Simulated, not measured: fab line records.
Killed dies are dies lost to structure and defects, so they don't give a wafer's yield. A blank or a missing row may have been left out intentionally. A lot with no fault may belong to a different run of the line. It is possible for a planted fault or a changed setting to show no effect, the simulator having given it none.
Matching of chambers :: flow nand_harc :: rie_diel-03 running NHARC_A_STAIRCASE_TRIM_222: 4 sister chambers
The step chemistry O2, time 211.2 s. 7 wafers are shown with their chamber, then 7 later ones without.

## EACH WAFER AND ITS CHAMBER
wafer: L576.1
chamber: 2
showerhead_plenum_p_Torr (Torr): 3.56
run_length_s (s): 233.0

wafer: L591.4
chamber: 1
showerhead_plenum_p_Torr (Torr): 3.28
run_length_s (s): 232.7

wafer: L595.5
chamber: 0
showerhead_plenum_p_Torr (Torr): 3.37
run_length_s (s): 231.9

wafer: L596.3
chamber: 0
showerhead_plenum_p_Torr (Torr): 3.37
run_length_s (s): 231.9

wafer: L596.6
chamber: 3
showerhead_plenum_p_Torr (Torr): 3.58
run_length_s (s): 232.1

wafer: L597.1
chamber: 1
showerhead_plenum_p_Torr (Torr): 3.27
run_length_s (s): 232.5

wafer: L597.4
chamber: 3
showerhead_plenum_p_Torr (Torr): 3.58
run_length_s (s): 232.0

## WAFERS WITHOUT THEIR CHAMBER
wafer: L597.5
showerhead_plenum_p_Torr (Torr): 3.55
run_length_s (s): 233.2

wafer: L598.1
showerhead_plenum_p_Torr (Torr): 3.26
run_length_s (s): 232.7

wafer: L598.3
showerhead_plenum_p_Torr (Torr): 3.57
run_length_s (s): 232.1

wafer: L598.4
showerhead_plenum_p_Torr (Torr): 3.36
run_length_s (s): 232.1

wafer: L599.2
showerhead_plenum_p_Torr (Torr): 3.57
run_length_s (s): 232.0

wafer: L599.4
showerhead_plenum_p_Torr (Torr): 3.54
run_length_s (s): 232.9

wafer: L599.5
showerhead_plenum_p_Torr (Torr): 3.36
run_length_s (s): 232.1

## THE CHAMBER EACH PASSED THROUGH
wafer: L597.5
from the rows above: 2
in truth: 2

wafer: L598.1
from the rows above: 1
in truth: 1

wafer: L598.3
from the rows above: 3
in truth: 3

wafer: L598.4
from the rows above: 0
in truth: 0

wafer: L599.2
from the rows above: 3
in truth: 3

wafer: L599.4
from the rows above: 2
in truth: 2

wafer: L599.5
from the rows above: 0
in truth: 0
Correct placement for 7 of the 7. Number that these rows cannot place: 0. 0 placed wrongly.
How it was worked out, from the rows above alone: a wafer's distance from a chamber is the root of the sum, over the readings, of the square of ((its reading less the chamber's mean) divided by the reading's scatter). If the next closest chamber is less than 2 further off than the closest, the wafer can't be placed; otherwise it belongs to the closest. The mean given for a chamber averages the wafers shown for that chamber. The scatter is the square root of a quotient: the sum, over the shown wafers, of each reading's squared deviation from its chamber's mean, divided by wafers minus chambers.
